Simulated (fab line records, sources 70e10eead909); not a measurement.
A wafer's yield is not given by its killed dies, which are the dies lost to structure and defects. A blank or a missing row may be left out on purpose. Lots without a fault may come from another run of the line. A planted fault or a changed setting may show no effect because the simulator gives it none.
fab line records -- flow nandHarc
record: lots: 5, wafers: 15, lastDay: 24
route steps=1159 shown P_GATE@185 END@1159
lots untouched by any fault: they come from a run of this same line in which no faults occurred
startH: hours from the record's first day to the start of the lot's first wafer shown -- waitH: hours from the lot's prior step to this one -- " same as the row above -- L1.1+2: a single row standing in for several wafers -- - no value present, or no start provided -- * or withheld: withheld -- < > ~ a bound
route shown NAME@n: NAME is a module with steps in the file, n the number in the route of the first one -- usual: mean/standard deviation taken from wafers without a fault -- same: alike in all rows -- chamber/n: place in a boat -- sites: readings site by site -- _std_site: the values' standard deviation -- _edge_site: mean of outer sites minus mean of inner sites -- radiusMm: for every site, how far away it sits from the centre of the wafer -- mask NAME#n: copy n -- behind: the last tool/chamber to shape the wafer -- hold: why the lot went on hold/how many hours it stayed there/how the hold came to an end -- device: which transistor (n, p or np) failed to switch -- end of line: the tests these same wafers got at the end of their route -- where a step has no rows: the recipe by itself -- killed: count of dies lost to structure and defects at first sort (not the wafer's yield) -- map: a wafer's dies, x killed, . not, _ none there
set.NAME: setting as actually run; set.NAME@STEP: the setting as run at that earlier step -- model.NAME: the simulator's own value behind a step, which no gauge read
a table for each step, a row for each wafer; lots at some steps of the route
services: a tool's chamber out of use, with start hour (startH, from the record's first day; less than 0 if before it), hours out, and reason
== steps ==
step: NHARC_P_GATE_CD_MEAS_59
recipe: targetCdNm: 720, landingEnergyEv: 500
usual: cdNm: 721.2/1.7
lot.wafer,tool,chamber,startH,waitH,cdNm
L803.1,cdSem-02,0,128.68,-,722.4
L803.3,cdSem-02,0,128.68,-,719.6
L803.6,cdSem-02,0,128.68,-,722.7
L802.2,cdSem-01,0,131.30,-,721.9
L802.4,cdSem-01,0,131.30,-,722.1
L802.6,cdSem-01,0,131.30,-,722.8
L809.4,cdSem-02,0,163.41,-,719.8
L809.5,cdSem-02,0,163.41,-,718.5
L809.6,cdSem-02,0,163.41,-,717.8
L819.1,cdSem-03,0,220.33,-,718.9
L819.3,cdSem-03,0,220.33,-,718.8
L819.6,cdSem-03,0,220.33,-,720.2
L822.4,cdSem-03,0,235.10,-,722.2
L822.5,cdSem-03,0,235.10,-,723.6
L822.6,cdSem-03,0,235.10,-,721.2
step: NHARC_P_GATE_HARDBAKE_60
recipe: tempC: 125, timeS: 80
step: NHARC_P_GATE_DESCUM_61
recipe: timeS: 3, o2FlowSccm: 200, arFlowSccm: 0, biasPowerW: 0, chemistry: O2
usual: chamberPressureMTorr: 60.00/0.054, drypumpMotorCurrentA: 5.7/0.44, oesProductAu: 1.002/0.012, rfVppV: 57.9/0.92, showerheadPlenumPTorr: 1.92/0.05, throttleValvePct: 11.311/0.0089
lot.wafer,tool,chamber,startH,waitH,chamberPressureMTorr,drypumpMotorCurrentA,oesProductAu,rfHoursCounterH,rfVppV,showerheadPlenumPTorr,throttleValvePct
L803.1,rieDiel-11,1,128.86,-,60.09,5.3,0.984,37,57.8,1.83,11.307
L803.3,rieDiel-11,2,128.86,-,60.09,6.0,1.007,38,58.3,1.99,11.302
L803.6,rieDiel-11,3,128.86,-,59.98,5.0,0.988,-,57.3,1.91,11.315
L802.2,rieDiel-13,1,131.47,-,59.99,6.1,0.998,4,57.9,1.91,11.309
L802.4,rieDiel-13,3,131.47,-,59.92,5.1,1.012,5,57.3,1.88,11.311
L802.6,rieDiel-13,1,131.47,-,59.94,6.1,0.986,-,58.1,1.91,11.333
L809.4,rieDiel-09,0,163.58,-,60.11,5.5,1.011,31,58.8,2.02,11.307
L809.5,rieDiel-09,2,163.58,-,59.99,5.4,0.989,-,56.6,1.95,11.300
L809.6,rieDiel-09,3,163.58,-,60.07,5.7,1.005,-,56.9,1.86,11.301
L819.1,rieDiel-11,0,220.50,-,59.99,6.0,1.011,5,57.7,1.92,11.300
L819.3,rieDiel-11,2,220.50,-,60.06,6.0,0.995,7,58.2,1.98,11.317
L819.6,rieDiel-11,3,220.50,-,60.04,5.0,0.989,-,57.2,1.90,11.299
L822.4,rieDiel-11,3,235.35,-,59.88,5.0,0.980,12,58.2,1.90,11.304
L822.6,rieDiel-11,1,235.35,-,59.92,5.3,0.990,-,57.6,1.82,11.316
L822.5,rieDiel-11,2,235.35,-,60.03,6.0,1.011,-,57.2,1.98,11.328
step: NHARC_P_GATE_IMPLANT_62
recipe: energyKev: 20, doseCm2: 3e+15, tiltDeg: 7
step: NHARC_P_GATE_STRIP_112
recipe: powerW: 1500, tempC: 110, timeS: 200, chemistry: N2/H2
usual: drypumpMotorCurrentA: 5.7/0.62, heaterPowerW: 97/7.1
lot.wafer,tool,chamber,startH,waitH,drypumpMotorCurrentA,heaterPowerW,rfHoursCounterH
L803.1,plasmaAsher-01,1,129.21,0.2,4.9,104,5
L803.3,plasmaAsher-01,1,129.21,0.2,4.9,104,-
L803.6,plasmaAsher-01,1,129.21,0.2,4.8,105,-
L802.2,plasmaAsher-01,0,131.83,0.2,5.7,100,6
L802.4,plasmaAsher-01,1,131.83,0.2,4.8,106,-
L802.6,plasmaAsher-01,1,131.83,0.2,4.8,107,-
L809.4,plasmaAsher-02,0,164.08,0.3,6.5,93,-
L809.6,plasmaAsher-02,0,164.08,0.3,6.6,92,-
L809.5,plasmaAsher-02,1,164.08,0.3,5.8,88,-
L819.1,plasmaAsher-02,1,220.86,0.2,5.8,85,10
L819.3,plasmaAsher-02,0,220.86,0.2,6.6,92,-
L819.6,plasmaAsher-02,1,220.86,0.2,5.8,90,-
L822.4,plasmaAsher-02,1,235.82,0.2,5.8,87,-
L822.6,plasmaAsher-02,0,235.82,0.2,6.5,93,-
L822.5,plasmaAsher-02,1,235.82,0.2,5.8,91,-
step: NHARC_P_GATE_STRIP_76
recipe: powerW: 1500, tempC: 250, chemistry: O2
usual: drypumpMotorCurrentA: 5.7/0.61, heaterPowerW: 362/27
lot.wafer,tool,chamber,startH,waitH,drypumpMotorCurrentA,heaterPowerW,rfHoursCounterH
L803.1,plasmaAsher-01,1,129.47,0.2,4.8,397,5
L803.3,plasmaAsher-01,1,129.47,0.2,4.8,389,-
L803.6,plasmaAsher-01,1,129.47,0.2,4.8,395,-
L802.2,plasmaAsher-01,0,132.09,0.2,5.8,380,6
L802.4,plasmaAsher-01,1,132.09,0.2,4.8,393,-
L802.6,plasmaAsher-01,1,132.09,0.2,4.8,403,-
L809.4,plasmaAsher-02,0,164.27,0.2,6.6,350,-
L809.6,plasmaAsher-02,0,164.27,0.2,6.6,347,-
L809.5,plasmaAsher-02,1,164.27,0.2,5.8,334,-
L819.1,plasmaAsher-02,1,221.12,0.2,5.8,322,10
L819.3,plasmaAsher-02,0,221.12,0.2,6.5,347,-
L819.6,plasmaAsher-02,1,221.12,0.2,5.8,324,-
L822.4,plasmaAsher-02,1,235.99,0.1,5.8,336,-
L822.6,plasmaAsher-02,0,235.99,0.1,6.5,344,-
L822.5,plasmaAsher-02,1,235.99,0.1,5.8,322,-
step: NHARC_P_GATE_STRIP_63
recipe: timeS: 900, tempC: 130, chemistry: SPM
step: NHARC_P_GATE_DEHYDRATE_83
recipe: tempC: 150, timeS: 120
step: NHARC_P_GATE_HMDS_84
recipe: timeS: 30
step: NHARC_P_GATE_COAT_85
recipe: spinRpm: 3000
step: NHARC_P_GATE_SOFTBAKE_86
recipe: tempC: 122, timeS: 95
step: NHARC_P_GATE_EBR_87
step: NHARC_P_GATE_EXPOSE_88
recipe: na: 0.6, targetCdNm: 2000, doseMj: 11.87, maskId: P_HVN
lot.wafer,tool,chamber,startH,waitH,mask
L803.1+3+6,krfScanner-03,0,130.23,-,P_HVN#0
L802.2+4+6,krfScanner-02,0,132.86,-,P_HVN#0
L809.4+5+6,krfScanner-03,0,164.91,-,P_PSD#0
L819.1+3+6,krfScanner-01,0,221.89,-,P_HVN#0
L822.4+5+6,krfScanner-02,0,236.75,-,P_HVN#0
step: NHARC_P_GATE_PEB_89
recipe: pebTempC: 118, pebTimeS: 85
step: NHARC_P_GATE_DEVELOP_90
recipe: timeS: 70
step: NHARC_P_GATE_CD_MEAS_91
recipe: targetCdNm: 2000, landingEnergyEv: 500
usual: cdNm: 2000.7/2.1
lot.wafer,tool,chamber,startH,waitH,cdNm
L803.1,cdSem-02,0,130.39,-,2002.1
L803.3,cdSem-02,0,130.39,-,2004.0
L803.6,cdSem-02,0,130.39,-,2001.6
L802.2,cdSem-02,0,133.01,-,2000.2
L802.4,cdSem-02,0,133.01,-,1996.6
L802.6,cdSem-02,0,133.01,-,1999.0
L809.4,cdSem-01,0,165.06,-,-
L809.5,cdSem-01,0,165.06,-,-
L809.6,cdSem-01,0,165.06,-,-
L819.1,cdSem-01,0,222.04,-,2001.6
L819.3,cdSem-01,0,222.04,-,1999.1
L819.6,cdSem-01,0,222.04,-,2001.7
L822.4,cdSem-03,0,236.90,-,2001.3
L822.5,cdSem-03,0,236.90,-,1999.4
L822.6,cdSem-03,0,236.90,-,1999.4
step: NHARC_P_GATE_HARDBAKE_92
recipe: tempC: 125, timeS: 80
step: NHARC_END_SORT_01
recipe: tempC: 25
usual: killedAtArray: 27/8.8, killedAtOther: 0.4/0.82, killedAtPeriphery: 3.1/2.1, killedDies: 31/8.8, killedOpen: 3.3/2, killedShort: 2.0/1.4
same: grossDies: 677
lot.wafer,tool,chamber,startH,waitH,killedAtArray,killedAtOther,killedAtPeriphery,killedDies,killedOpen,killedShort
L803.1,prober-02,0,467.80,2.5,19,0,5,24,1,2
L803.3,prober-02,0,469.41,3.1,20,0,7,27,2,2
L803.6,prober-02,0,471.82,4.0,17,1,7,25,1,3
L802.2,prober-01,0,475.36,2.8,38,0,2,40,3,1
L802.4,prober-01,0,476.96,3.4,37,0,0,37,1,1
L802.6,prober-01,0,478.56,4.0,38,0,2,40,4,1
L809.4,prober-02,0,494.41,3.4,31,0,646,677,7,2
L809.5,prober-02,0,495.22,3.7,36,2,639,677,1,1
L809.6,prober-02,0,496.02,4.0,32,1,644,677,3,2
L819.1,prober-02,0,561.60,2.5,32,1,1,34,3,3
L819.3,prober-02,0,563.18,3.1,30,0,4,34,3,2
L819.6,prober-02,0,565.54,3.9,30,1,3,34,2,2
L822.4,prober-01,0,573.90,3.4,35,1,4,40,3,5
L822.5,prober-01,0,574.69,3.6,38,0,2,40,1,2
L822.6,prober-01,0,575.48,3.9,36,0,4,40,2,5
killed by level:class
L803.1 A_SLIT:chamberFilmFlake=8 A_STAIRCASE:chamberFilmFlake=4 A_CONTACT:chamberFilmFlake=4 P_ZERO_WELL:chamberFilmFlake=2 P_M2:chamberFilmFlake=2 P_STI:geometricParticle:open=1 A_SOURCE_PLATE:geometricParticle:short=1 A_CHANNEL_FILL_D1:geometricParticle:short=1
L803.3 A_SLIT:chamberFilmFlake=7 P_ZERO_WELL:chamberFilmFlake=4 A_CHANNEL_HOLE_D1:chamberFilmFlake=4 P_M2:chamberFilmFlake=2 A_CHANNEL_FILL_D1:chamberFilmFlake=2 A_STAIRCASE:chamberFilmFlake=2 P_CONTACT:geometricParticle:short=1 A_ONON_D1:geometricParticle:open=1
L803.6 A_SLIT:chamberFilmFlake=9 A_CONTACT:chamberFilmFlake=4 P_ZERO_WELL:chamberFilmFlake=3 A_WL_FILL:geometricParticle:short=2 P_GATE:chamberFilmFlake=2 P_CONTACT:geometricParticle:open=1 P_M0:geometricParticle:short=1 A_CHANNEL_HOLE_D1:chamberFilmFlake=1
L802.2 A_CHANNEL_HOLE_D1:chamberFilmFlake=21 A_SLIT:chamberFilmFlake=8 A_CONTACT:chamberFilmFlake=2 A_M1:chamberFilmFlake=2 P_CONTACT:geometricParticle:open=1 A_STAIRCASE:geometricParticle:open=1 A_WL_FILL:geometricParticle:short=1 A_CONTACT:geometricParticle:open=1
L802.4 A_CHANNEL_HOLE_D1:chamberFilmFlake=16 A_SLIT:chamberFilmFlake=7 A_CONTACT:chamberFilmFlake=5 A_M1:chamberFilmFlake=3 A_CHANNEL_FILL_D1:chamberFilmFlake=2 A_STAIRCASE:chamberFilmFlake=2 A_CHANNEL_FILL_D1:geometricParticle:open=1 A_CONTACT:geometricParticle:short=1
L802.6 A_CHANNEL_HOLE_D1:chamberFilmFlake=12 A_STAIRCASE:chamberFilmFlake=7 A_SLIT:chamberFilmFlake=6 A_M1:chamberFilmFlake=6 A_CONTACT:geometricParticle:open=2 P_M1:geometricParticle:open=1 A_SOURCE_PLATE:geometricParticle:open=1 A_M0:geometricParticle:short=1
L809.4 P_GATE:areaExpose=638 A_CHANNEL_HOLE_D1:chamberFilmFlake=15 P_BONDPAD:chamberFilmFlake=4 A_BONDPAD:chamberFilmFlake=4 A_M0:geometricParticle:open=2 P_ZERO_WELL:chamberFilmFlake=2 A_STAIRCASE:chamberFilmFlake=2 A_CONTACT:chamberFilmFlake=2
L809.5 P_GATE:areaExpose=638 A_CHANNEL_HOLE_D1:chamberFilmFlake=23 A_STAIRCASE:chamberFilmFlake=4 A_SGD_CUT:chamberFilmFlake=3 A_CONTACT:chamberFilmFlake=2 THIN_TSV:chamberFilmFlake=2 A_CHANNEL_FILL_D1:geometricParticle:open=1 A_WL_FILL:geometricParticle:short=1
L809.6 P_GATE:areaExpose=639 A_CHANNEL_HOLE_D1:chamberFilmFlake=16 A_CONTACT:chamberFilmFlake=5 A_BONDPAD:chamberFilmFlake=5 P_BONDPAD:chamberFilmFlake=3 P_M0:geometricParticle:open=2 A_SOURCE_PLATE:geometricParticle:short=1 A_CONTACT:geometricParticle:open=1
L819.1 A_CHANNEL_HOLE_D1:chamberFilmFlake=21 A_STAIRCASE:chamberFilmFlake=3 A_WL_FILL:geometricParticle:open=2 A_WL_FILL:chamberFilmFlake=2 A_SGD_CUT:geometricParticle:short=1 A_CONTACT:geometricParticle:short=1 A_BLC:geometricParticle:open=1 A_M0:geometricParticle:short=1
L819.3 A_CHANNEL_HOLE_D1:chamberFilmFlake=19 A_CONTACT:chamberFilmFlake=3 P_STI:chamberFilmFlake=2 A_STAIRCASE:chamberFilmFlake=2 A_WL_FILL:chamberFilmFlake=2 P_M1:geometricParticle:open=1 A_CHANNEL_FILL_D1:geometricParticle:open=1 A_SLIT:geometricParticle:short=1
L819.6 A_CHANNEL_HOLE_D1:chamberFilmFlake=21 A_STAIRCASE:chamberFilmFlake=4 A_WL_FILL:chamberFilmFlake=3 P_GATE:geometricParticle:open=1 P_M1:geometricParticle:open=1 A_WL_FILL:geometricParticle:short=1 A_M1:geometricParticle:short=1 P_GATE:chamberFilmFlake=1
L822.4 A_SLIT:chamberFilmFlake=11 A_CHANNEL_HOLE_D1:chamberFilmFlake=9 A_CONTACT:chamberFilmFlake=5 A_STAIRCASE:chamberFilmFlake=4 A_SGD_CUT:geometricParticle:short=2 A_WL_FILL:geometricParticle:short=2 P_M1:chamberFilmFlake=2 P_CONTACT:geometricParticle:short=1
L822.5 A_SLIT:chamberFilmFlake=16 A_CONTACT:chamberFilmFlake=10 A_STAIRCASE:chamberFilmFlake=6 A_CHANNEL_HOLE_D1:chamberFilmFlake=4 P_CONTACT:geometricParticle:open=1 A_ONON_D1:geometricParticle:short=1 A_M1:geometricParticle:short=1 P_M1:chamberFilmFlake=1
L822.6 A_SLIT:chamberFilmFlake=15 A_CONTACT:chamberFilmFlake=6 A_STAIRCASE:chamberFilmFlake=5 P_M1:chamberFilmFlake=3 A_ONON_D1:geometricParticle:short=2 A_CHANNEL_FILL_D1:geometricParticle:short=2 A_CHANNEL_HOLE_D1:chamberFilmFlake=2 A_WL_FILL:chamberFilmFlake=2
map L809.4 (x killed, . not)
____________x____________
_________xxxxxxx_________
_______xxxxxxxxxxx_______
______xxxxxxxxxxxxx______
_____xxxxxxxxxxxxxxx_____
____xxxxxxxxxxxxxxxxx____
____xxxxxxxxxxxxxxxxx____
___xxxxxxxxxxxxxxxxxxx___
___xxxxxxxxxxxxxxxxxxx___
__xxxxxxxxxxxxxxxxxxxxx__
__xxxxxxxxxxxxxxxxxxxxx__
_xxxxxxxxxxxxxxxxxxxxxxx_
_xxxxxxxxxxxxxxxxxxxxxxx_
_xxxxxxxxxxxxxxxxxxxxxxx_
_xxxxxxxxxxxxxxxxxxxxxxx_
_xxxxxxxxxxxxxxxxxxxxxxx_
xxxxxxxxxxxxxxxxxxxxxxxxx
xxxxxxxxxxxxxxxxxxxxxxxxx
xxxxxxxxxxxxxxxxxxxxxxxxx
xxxxxxxxxxxxxxxxxxxxxxxxx
xxxxxxxxxxxxxxxxxxxxxxxxx
_xxxxxxxxxxxxxxxxxxxxxxx_
_xxxxxxxxxxxxxxxxxxxxxxx_
_xxxxxxxxxxxxxxxxxxxxxxx_
_xxxxxxxxxxxxxxxxxxxxxxx_
_xxxxxxxxxxxxxxxxxxxxxxx_
__xxxxxxxxxxxxxxxxxxxxx__
__xxxxxxxxxxxxxxxxxxxxx__
___xxxxxxxxxxxxxxxxxxx___
___xxxxxxxxxxxxxxxxxxx___
____xxxxxxxxxxxxxxxxx____
____xxxxxxxxxxxxxxxxx____
_____xxxxxxxxxxxxxxx_____
______xxxxxxxxxxxxx______
_______xxxxxxxxxxx_______
_________xxxxxxx_________
____________x____________
map L803.3 (x killed, . not)
____________.____________
_________......._________
_______..........._______
______...........x.______
_____...x..........._____
____................x____
____.................____
___...................___
___...x...........x.xx___
__................x...x__
__..................xxx__
_.....x................._
_.....................x._
_....................x.x_
_...........x......x...._
_......................._
.........................
.........................
.........................
.......x..............x..
..................x......
_....x.................._
_......................._
_......................._
_.............x.....x..._
_...........x..........._
__.....................__
__.........x...........__
___...................___
___...................___
____.................____
____...............x.____
_____..............._____
______.............______
_______..........._______
_________......._________
____________.____________
== services ==
tool,chamber,startH,hours,kind
plasmaAsher-01,0,108.61,-,clean
plasmaAsher-01,1,108.61,-,clean
rieDiel-11,2,115.21,4.2,repair
rieDiel-11,-,116.17,0.1,repair
rieDiel-11,0,120.78,-,clean
plasmaAsher-02,-,125.13,3.3,repair
rieDiel-09,2,129.31,2.8,repair
rieDiel-09,0,149.63,1.2,repair
krfScanner-03,-,168.00,4.0,pm
rieDiel-09,1,168.37,4.0,repair
rieDiel-09,2,170.13,2.0,repair
rieDiel-09,0,171.52,2.7,repair
krfScanner-01,-,181.16,1.0,repair
plasmaAsher-02,-,183.66,9.0,pm
plasmaAsher-02,0,183.66,9.0,ventCycle
plasmaAsher-02,1,183.66,9.0,ventCycle
krfScanner-01,-,189.13,0.6,repair
rieDiel-11,-,190.85,9.0,pm
plasmaAsher-02,0,192.66,-,clean
plasmaAsher-02,1,192.66,-,clean
krfScanner-03,-,200.70,30.7,repair
krfScanner-02,-,210.01,4.0,pm
rieDiel-11,1,223.95,4.9,repair
krfScanner-01,-,228.09,0.3,repair
== key ==
firstSign: step: NHARC_P_GATE_EXPOSE_88, reading: mask, direction: changed
effect: step: NHARC_P_GATE_CD_MEAS_91, reading: cdNm, direction: missing
effect: step: NHARC_END_SORT_01, reading: killedAtPeriphery, direction: up, sigmas: 99+, usual: 3.1, struck: 643
moreKillsBornAt: NHARC_P_GATE_EXPOSE_88@krfScanner-03: 1915
metAt NHARC_P_GATE_EXPOSE_88
struckWafers L809.4,L809.5,L809.6
laterRowsLeftOut L809.4,L809.5,L809.6
testerLeftOut L809
onsetBetween 130.23 164.91
fault: kind: wrongMask, tool: any, chamber: -, onsetH: 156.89, steps: NHARC_P_GATE_EXPOSE_88, auxCopy: P_PSD#0, scope: struckLotsOnly
testerLeftOut: of these lots the tester's yield and bins aren't shown, on N5 and GAA mostly nor the transistor test; their killed dies are dies lost to structure and defects alone, not to doping, threshold or leakage, so they don't give the yield
laterRowsLeftOut: the simulator's readings of these wafers behind a module that went badly wrong aren't trusted and aren't shown, but for the sort
